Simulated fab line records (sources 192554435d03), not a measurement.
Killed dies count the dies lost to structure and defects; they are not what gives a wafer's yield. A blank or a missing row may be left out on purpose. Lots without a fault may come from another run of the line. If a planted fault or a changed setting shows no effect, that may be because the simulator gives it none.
What tool caused it? + flow n5_finfet + Sampling: 24 lots, 72 wafers, 4 of 1938 route steps

WHAT THE GAUGES SHOWED, per wafer
N5_BEOL_M4_THK_MEAS_01. Usual: M4_ILD_THK typically reads 78.9 nm, with standard deviation 1.
| lot  | measured     | on            | M4_ILD_THK (nm) | flag |
|------|--------------|---------------|-----------------|------|
| L074 | day 7 17:31  | film_metro-01 | 77.8 79.1 80.6  |      |
| L075 | day 7 17:49  | film_metro-01 | 78.6 80.3 80.6  |      |
| L077 | day 7 21:50  | film_metro-02 | 78.5 79.0 80.4  |      |
| L076 | day 8 05:04  | film_metro-02 | 78.3 77.6 79.0  |      |
| L078 | day 8 10:55  | film_metro-02 | 78.3 80.1 80.4  |      |
| L079 | day 8 16:34  | film_metro-02 | 76.7 77.1 77.3  |      |
| L080 | day 8 22:18  | film_metro-01 | 78.2 80.1 80.1  |      |
| L081 | day 9 06:43  | film_metro-01 | 78.5 77.6 78.2  |      |
| L082 | day 10 01:25 | film_metro-01 | 78.4 80.2 79.3  |      |
| L083 | day 10 04:22 | film_metro-01 | 77.6 78.5 78.1  |      |
| L084 | day 10 06:28 | film_metro-02 | 79.0 80.9 80.0  |      |
| L085 | day 10 17:06 | film_metro-01 | 79.7 78.4 80.0  |      |
| L086 | day 10 20:37 | film_metro-01 | 78.1 78.5 79.3  |      |
| L087 | day 10 23:22 | film_metro-02 | 78.4 77.8 79.0  |      |
| L088 | day 11 01:33 | film_metro-02 | 78.2 77.8 79.9  |      |
| L089 | day 11 09:22 | film_metro-02 | 77.5 79.1 79.5  |      |
| L090 | day 11 14:06 | film_metro-01 | 77.1 78.5 79.0  |      |
| L092 | day 12 07:11 | film_metro-01 | 79.2 79.7 79.6  |      |
| L093 | day 12 10:28 | film_metro-01 | 78.0 78.6 78.3  |      |
| L094 | day 12 16:47 | film_metro-02 | 78.2 78.6 80.0  |      |
| L095 | day 12 22:55 | film_metro-01 | 78.8 80.3 80.1  |      |
| L096 | day 13 01:50 | film_metro-01 | 79.1 79.2 80.8  |      |
| L097 | day 13 14:40 | film_metro-02 | 78.7 79.5 79.8  |      |
| L091 | day 13 19:16 | film_metro-01 | 78.4 79.9 80.6  |      |

EACH LOT AND THE TOOL THAT RAN IT (in order: tool; ch and the chambers of the sampled wafers; start)
| lot  | N5_BEOL_M3_SPUTTER_81        | N5_BEOL_M3_SPUTTER_94        | N5_BEOL_M3_DEP_57               |
|------|------------------------------|------------------------------|---------------------------------|
| L074 | pvd_sputter-03, day 7 15:01  | pvd_sputter-03, day 7 16:07  | pecvd-01 ch 0,2, day 7 17:19    |
| L075 | pvd_sputter-02, day 7 15:14  | pvd_sputter-02, day 7 16:20  | pecvd-03 ch 0,1, day 7 17:36    |
| L077 | pvd_sputter-01, day 7 19:20  | pvd_sputter-01, day 7 20:26  | pecvd-03 ch 0,1, day 7 21:38    |
| L076 | pvd_sputter-03, day 8 02:14  | pvd_sputter-03, day 8 03:20  | pecvd-03 ch 0,1, day 8 04:52    |
| L078 | pvd_sputter-03, day 8 08:25  | pvd_sputter-03, day 8 09:31  | pecvd-03 ch 0,2, day 8 10:43    |
| L079 | pvd_sputter-02, day 8 13:41  | pvd_sputter-02, day 8 14:47  | pecvd-03 ch 0,1,2, day 8 16:22  |
| L080 | pvd_sputter-03, day 8 19:48  | pvd_sputter-03, day 8 20:54  | pecvd-01 ch 0,1,2, day 8 22:06  |
| L081 | pvd_sputter-01, day 9 04:13  | pvd_sputter-01, day 9 05:19  | pecvd-02 ch 0,2, day 9 06:31    |
| L082 | pvd_sputter-02, day 9 22:26  | pvd_sputter-02, day 9 23:32  | pecvd-02 ch 0,1, day 10 01:13   |
| L083 | pvd_sputter-01, day 10 01:50 | pvd_sputter-01, day 10 02:56 | pecvd-01 ch 0,1, day 10 04:08   |
| L084 | pvd_sputter-03, day 10 03:56 | pvd_sputter-03, day 10 05:02 | pecvd-03 ch 0,2, day 10 06:14   |
| L085 | pvd_sputter-03, day 10 14:36 | pvd_sputter-03, day 10 15:42 | pecvd-03 ch 0,2, day 10 16:54   |
| L086 | pvd_sputter-01, day 10 18:07 | pvd_sputter-01, day 10 19:13 | pecvd-02 ch 0,1, day 10 20:25   |
| L087 | pvd_sputter-01, day 10 20:53 | pvd_sputter-01, day 10 21:59 | pecvd-02 ch 0,1,2, day 10 23:11 |
| L088 | pvd_sputter-03, day 10 23:04 | pvd_sputter-03, day 11 00:10 | pecvd-01 ch 0,2, day 11 01:22   |
| L089 | pvd_sputter-03, day 11 06:49 | pvd_sputter-03, day 11 07:55 | pecvd-03 ch 0,2, day 11 09:08   |
| L090 | pvd_sputter-03, day 11 11:27 | pvd_sputter-03, day 11 12:33 | pecvd-03 ch 0,2, day 11 13:52   |
| L092 | pvd_sputter-01, day 12 04:40 | pvd_sputter-01, day 12 05:46 | pecvd-02 ch 1,2, day 12 06:59   |
| L093 | pvd_sputter-02, day 12 07:59 | pvd_sputter-02, day 12 09:05 | pecvd-01 ch 0,1, day 12 10:17   |
| L094 | pvd_sputter-01, day 12 14:17 | pvd_sputter-01, day 12 15:23 | pecvd-01 ch 1,2, day 12 16:35   |
| L095 | pvd_sputter-01, day 12 20:24 | pvd_sputter-01, day 12 21:30 | pecvd-01 ch 0,2, day 12 22:43   |
| L096 | pvd_sputter-01, day 12 23:20 | pvd_sputter-01, day 13 00:26 | pecvd-01 ch 1,2, day 13 01:39   |
| L097 | pvd_sputter-01, day 13 12:10 | pvd_sputter-01, day 13 13:16 | pecvd-01 ch 1,2, day 13 14:28   |
| L091 | pvd_sputter-02, day 13 16:44 | pvd_sputter-02, day 13 17:50 | pecvd-03 ch 0,1, day 13 19:04   |
- N5_BEOL_M3_SPUTTER_81: material Cu, target thk 4.5 nm, time 8.29 s.
- N5_BEOL_M3_SPUTTER_94: material Cu, target thk 4.5 nm, time 8.29 s.
- N5_BEOL_M3_DEP_57: deposits SiCN from 3MS/NH3, target thk 8 nm, time 14 s.

AS READ BY THE TOOLS THEMSELVES (means over the sampled wafers that have a number; for cases with no such wafer, the mark the record gives instead)
N5_BEOL_M3_SPUTTER_81. Usual: throttle_valve_pct 30.0 %, standard deviation 0.96.
| lot  | tool           | throttle_valve_pct (%) | flag |
|------|----------------|------------------------|------|
| L074 | pvd_sputter-03 | 29.4                   |      |
| L075 | pvd_sputter-02 | 29.8                   |      |
| L077 | pvd_sputter-01 | 31.1                   |      |
| L076 | pvd_sputter-03 | 29.4                   |      |
| L078 | pvd_sputter-03 | 30.0                   |      |
| L079 | pvd_sputter-02 | 29.6                   |      |
| L080 | pvd_sputter-03 | 29.4                   |      |
| L081 | pvd_sputter-01 | 30.5                   |      |
| L082 | pvd_sputter-02 | 29.7                   |      |
| L083 | pvd_sputter-01 | 30.6                   |      |
| L084 | pvd_sputter-03 | 29.5                   |      |
| L085 | pvd_sputter-03 | 30.0                   |      |
| L086 | pvd_sputter-01 | 29.9                   |      |
| L087 | pvd_sputter-01 | 29.8                   |      |
| L088 | pvd_sputter-03 | 29.5                   |      |
| L089 | pvd_sputter-03 | 30.3                   |      |
| L090 | pvd_sputter-03 | 28.9                   |      |
| L092 | pvd_sputter-01 | 30.3                   |      |
| L093 | pvd_sputter-02 | 29.2                   |      |
| L094 | pvd_sputter-01 | 30.4                   |      |
| L095 | pvd_sputter-01 | 30.6                   |      |
| L096 | pvd_sputter-01 | 30.4                   |      |
| L097 | pvd_sputter-01 | 30.3                   |      |
| L091 | pvd_sputter-02 | 29.5                   |      |

N5_BEOL_M3_SPUTTER_94. Usual: throttle_valve_pct 30.0 %, standard deviation 0.97.
| lot  | tool           | throttle_valve_pct (%) | flag |
|------|----------------|------------------------|------|
| L074 | pvd_sputter-03 | 29.5                   |      |
| L075 | pvd_sputter-02 | 29.8                   |      |
| L077 | pvd_sputter-01 | 31.0                   |      |
| L076 | pvd_sputter-03 | 29.5                   |      |
| L078 | pvd_sputter-03 | 30.2                   |      |
| L079 | pvd_sputter-02 | 29.6                   |      |
| L080 | pvd_sputter-03 | 29.2                   |      |
| L081 | pvd_sputter-01 | 30.3                   |      |
| L082 | pvd_sputter-02 | 29.7                   |      |
| L083 | pvd_sputter-01 | 30.7                   |      |
| L084 | pvd_sputter-03 | 29.5                   |      |
| L085 | pvd_sputter-03 | 30.1                   |      |
| L086 | pvd_sputter-01 | 29.8                   |      |
| L087 | pvd_sputter-01 | 29.7                   |      |
| L088 | pvd_sputter-03 | 29.5                   |      |
| L089 | pvd_sputter-03 | 30.5                   |      |
| L090 | pvd_sputter-03 | 29.0                   |      |
| L092 | pvd_sputter-01 | 30.3                   |      |
| L093 | pvd_sputter-02 | 29.2                   |      |
| L094 | pvd_sputter-01 | 30.3                   |      |
| L095 | pvd_sputter-01 | 30.6                   |      |
| L096 | pvd_sputter-01 | 30.4                   |      |
| L097 | pvd_sputter-01 | 30.3                   |      |
| L091 | pvd_sputter-02 | 29.3                   |      |

N5_BEOL_M3_DEP_57. Usual: rf_fwd_power_W 199.9 W, standard deviation 1.2; showerhead_plenum_p_Torr 3.664 Torr, standard deviation 0.011; throttle_valve_pct 8.9 %, standard deviation 0.57.
| lot  | tool     | rf_fwd_power_W (W) | showerhead_plenum_p_Torr (Torr) | throttle_valve_pct (%) | flag |
|------|----------|--------------------|---------------------------------|------------------------|------|
| L074 | pecvd-01 | 200.5              | 3.667                           | 9.1                    |      |
| L075 | pecvd-03 | 200.1              | 3.661                           | 9.2                    |      |
| L077 | pecvd-03 | 199.7              | 3.655                           | 9.2                    |      |
| L076 | pecvd-03 | 199.7              | 3.667                           | 9.0                    |      |
| L078 | pecvd-03 | 199.1              | 3.667                           | 8.6                    |      |
| L079 | pecvd-03 | 200.1              | 3.663                           | 8.8                    |      |
| L080 | pecvd-01 | 199.6              | 3.663                           | 9.2                    |      |
| L081 | pecvd-02 | 200.4              | 3.660                           | 9.1                    |      |
| L082 | pecvd-02 | 200.9              | 3.680                           | 9.1                    |      |
| L083 | pecvd-01 | 199.0              | 3.653                           | 9.1                    |      |
| L084 | pecvd-03 | 199.0              | 3.661                           | 8.8                    |      |
| L085 | pecvd-03 | 200.3              | 3.661                           | 8.4                    |      |
| L086 | pecvd-02 | 200.4              | 3.679                           | 9.3                    |      |
| L087 | pecvd-02 | 200.8              | 3.662                           | 9.3                    |      |
| L088 | pecvd-01 | 201.2              | 3.672                           | 8.6                    |      |
| L089 | pecvd-03 | 199.5              | 3.660                           | 8.7                    |      |
| L090 | pecvd-03 | 199.3              | 3.657                           | 8.8                    |      |
| L092 | pecvd-02 | 200.6              | 3.668                           | 9.8                    |      |
| L093 | pecvd-01 | 198.0              | 3.657                           | 9.1                    |      |
| L094 | pecvd-01 | 199.1              | 3.656                           | 8.9                    |      |
| L095 | pecvd-01 | 200.1              | 3.671                           | 8.5                    |      |
| L096 | pecvd-01 | 200.1              | 3.670                           | 8.5                    |      |
| L097 | pecvd-01 | 198.4              | 3.658                           | 8.8                    |      |
| L091 | pecvd-03 | 199.9              | 3.664                           | 9.5                    |      |

THE ANSWER, worked out from the rows above alone
Rule: a lot counts as off when the mean over its wafers that have a number is more than 3 standard deviations away from the usual mean. A lot without any number at a reading at which 4 lots or more have one is off too. The other lots that the step has rows for count as sound. Order of review: gauges by route order, followed by the tools' own readings, for which a lot's mean as printed above is used. At the first step where some lot is off, the reading lying furthest off is the one used; lots without a number count as furthest.
None of the lots is off at any reading shown; this tells nothing.

WHAT THE SIMULATOR HAD INSERTED
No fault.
